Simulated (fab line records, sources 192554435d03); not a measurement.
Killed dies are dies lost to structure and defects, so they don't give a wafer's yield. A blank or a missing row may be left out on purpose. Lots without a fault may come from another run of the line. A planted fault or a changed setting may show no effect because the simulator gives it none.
Chamber matching | flow n5_finfet | N5_BEOL_M5_ETCH_67 on rie_diel-05: 4 sister chambers
The step etches SiARC in CF4, target depth 15.6 nm, time 26 s. 4 wafers are shown with their chamber, then 10 later ones without.

WAFERS WITH THEIR CHAMBER
wafer  | chamber | showerhead_plenum_p_Torr (Torr)
L076.1 | 1       | 2.14
L086.4 | 3       | 2.22
L087.4 | 2       | 2.09
L087.5 | 0       | 2.22

WAFERS WITHOUT THEIR CHAMBER
wafer  | showerhead_plenum_p_Torr (Torr)
L087.6 | 2.22
L094.2 | 2.21
L094.4 | 2.09
L094.5 | 2.21
L096.2 | 2.08
L096.4 | 2.21
L096.6 | 2.21
L097.1 | 2.08
L097.2 | 2.21
L097.5 | 2.21

WHICH CHAMBER EACH WENT THROUGH
wafer  | from the rows above     | in truth
L087.6 | can't be placed: 0 or 3 | 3
L094.2 | can't be placed: 0 or 3 | 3
L094.4 | 2                       | 2
L094.5 | can't be placed: 0 or 3 | 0
L096.2 | 2                       | 2
L096.4 | can't be placed: 0 or 3 | 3
L096.6 | can't be placed: 0 or 3 | 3
L097.1 | 2                       | 2
L097.2 | can't be placed: 0 or 3 | 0
L097.5 | can't be placed: 0 or 3 | 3
Placed correctly: 3 of 10. Can't be placed from these rows: 7 (the true chamber is among the candidates in 7). Placed wrongly: 0.
How it was worked out, from the rows above alone: a wafer's distance from a chamber is the root of the sum, over the readings, of the square of ((its reading less the chamber's mean) divided by the reading's scatter). The wafer belongs to the nearest chamber; if the next one is less than 2 further off, it can't be placed. A chamber's mean is the mean of its shown wafers. The scatter: with one shown wafer a chamber, the root of the mean of the squares of how far each hidden wafer lies from its nearest shown one.
